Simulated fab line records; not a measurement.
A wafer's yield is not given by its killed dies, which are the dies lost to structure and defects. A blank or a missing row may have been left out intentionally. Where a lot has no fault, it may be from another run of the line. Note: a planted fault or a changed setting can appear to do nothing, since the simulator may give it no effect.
Split-lot trial + flow n5-finfet + 21 wafers read from 7 lots, route of 1938 steps

## THE SPLIT ITSELF
At N5_PMOS_HMC_CHANNEL_EPI_PEB_07 (peb time 60 s), the setting peb-time-s was moved away from the recipe's 60 s on 6 of the 21 wafers read, by -8.5% to +16.1%. For the rest of the wafers, this setting stayed at what the recipe calls for.

## FROM SPLIT TO READING: 1 step shown by the file between the two
- N5_PMOS_HMC_CHANNEL_EPI_DEVELOP_08: develop time 30 s (also split here: develop-time-s)

## THE READING
At N5_PMOS_HMC_CHANNEL_EPI_CD_MEAS_09: cd-nm in nanometres, against a target cd of 237.4 nm. A value of 237.6 nm with a standard deviation of 1.2 nm is what fault-free wafers of this fab line usually give.

| wafer  | tool, chamber at the split | peb-time-s as run, s | against the recipe | cd-nm, nm | against lot-mates on the recipe |
|--------|----------------------------|----------------------|--------------------|-----------|---------------------------------|
| L077.1 | litho-track-01, 0          | 69.65                | +16.1%             | 245.0     | +5.4                            |
| L077.2 | litho-track-01, 0          | 60                   | recipe             | 240.4     | -                               |
| L077.3 | litho-track-01, 0          | 60                   | recipe             | 238.8     | -                               |
| L079.3 | litho-track-01, 0          | 60                   | recipe             | 238.5     | -                               |
| L079.4 | litho-track-01, 0          | 60                   | recipe             | 238.0     | -                               |
| L079.6 | litho-track-01, 0          | 60                   | recipe             | 238.9     | -                               |
| L082.2 | litho-track-01, 0          | 60                   | recipe             | 236.1     | -                               |
| L082.3 | litho-track-01, 0          | 60                   | recipe             | 236.9     | -                               |
| L082.4 | litho-track-01, 0          | 60                   | recipe             | 236.8     | -                               |
| L084.1 | litho-track-03, 0          | 65.16                | +8.6%              | 239.6     | +3.7                            |
| L084.4 | litho-track-03, 0          | 60                   | recipe             | 235.9     | -                               |
| L084.5 | litho-track-03, 0          | 65.16                | +8.6%              | 239.8     | +3.9                            |
| L085.1 | litho-track-05, 0          | 60                   | recipe             | 237.6     | -                               |
| L085.4 | litho-track-05, 0          | 60                   | recipe             | 236.1     | -                               |
| L085.5 | litho-track-05, 0          | 54.92                | -8.5%              | 233.5     | -3.3                            |
| L087.2 | litho-track-01, 0          | 60                   | recipe             | 236.0     | -                               |
| L087.3 | litho-track-01, 0          | 60                   | recipe             | 237.3     | -                               |
| L087.4 | litho-track-01, 0          | 60                   | recipe             | 236.9     | -                               |
| L097.3 | litho-track-05, 0          | 64.47                | +7.5%              | 238.8     | +1.1                            |
| L097.5 | litho-track-05, 0          | 64.47                | +7.5%              | 240.2     | +2.5                            |
| L097.6 | litho-track-05, 0          | 60                   | recipe             | 237.7     | -                               |

THE FIT
A straight line over all 21 wafers: cd-nm changes by +0.39 nm for each +1% of peb-time-s; r = +0.85; the points scatter about the line by 1.3 nm.
The same after taking each lot's own level away (the mean of its wafers on the recipe; 21 wafers): +0.355 nm for each +1%; r = +0.94; scatter 0.64 nm.
Per that fit: largest peb-time-s move, reading shift of 5.7 nm.
Across the lots, their own levels run from 235.90 to 239.60 nm, a range of 3.1 times the standard deviation given above.
In other words, the slope is changed by the lot-to-lot level; the two fits disagree.
Check: with one of the wafers moved furthest among these (+16.1%) left out of the fit, the line predicts +5.87 nm for it against its lot-mates. It came out at +5.4 nm against them.

## FURTHER SPLITS ON THESE WAFERS
Other splits were also applied to these wafers ahead of the reading. Each is held against what the fit with the lots' levels taken away leaves over:
| other split on the same wafers                    | wafers away from the commonest value | r with cd-nm (lot level and that fit taken away) |
|---------------------------------------------------|--------------------------------------|--------------------------------------------------|
| N5_ZERO_LAYER_PECVD_02 time-s                     | 7                                    | +0.31                                            |
| N5_PMOS_HMC_CHANNEL_EPI_DEVELOP_08 develop-time-s | 6                                    | -0.11                                            |

## THE WHOLE CHAIN: every reading that the file lists as answering this split, in the file's order
| step                                  | what it does                                                           | reading                                                                     | change (the file's fit)               | r (the file's) |
|---------------------------------------|------------------------------------------------------------------------|-----------------------------------------------------------------------------|---------------------------------------|----------------|
| N5_PMOS_HMC_CHANNEL_EPI_CD_MEAS_09    | target cd 237.4 nm                                                     | cd-nm                                                                       | +0.351 nm for each +1% of the setting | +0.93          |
| N5_PMOS_HMC_CHANNEL_EPI_DESCUM_14     | chemistry O2, time 7.9 s                                               | PMOS_HMC_CHANNEL_EPI.cd-nm (the simulator's own value, which no gauge read) | +0.352 nm for each +1% of the setting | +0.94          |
| N5_PMOS_HMC_CHANNEL_EPI_ETCH_32       | etches BARC in N2/H2, stops on SiO2, target depth 85.8 nm, time 50.3 s | PMOS_HMC_CHANNEL_EPI.cd-nm (the simulator's own value, which no gauge read) | +0.378 nm for each +1% of the setting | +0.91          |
| N5_PMOS_HMC_CHANNEL_EPI_HM_OPEN_15    | chemistry CHF3/O2, target SiO2, target depth 40.6 nm, time 20.3 s      | PMOS_HMC_CHANNEL_EPI.cd-nm (the simulator's own value, which no gauge read) | +0.369 nm for each +1% of the setting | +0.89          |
| N5_PMOS_HMC_CHANNEL_EPI_FIN_RECESS_16 | chemistry HBr/Cl2, target Si, target depth 54 nm, time 18 s            | PMOS_HMC_CHANNEL_EPI.cd-nm (the simulator's own value, which no gauge read) | +0.365 nm for each +1% of the setting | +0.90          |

## FILE'S OWN FIT
cd-nm changes by +0.351 nm for each +1% of peb-time-s, r = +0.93.
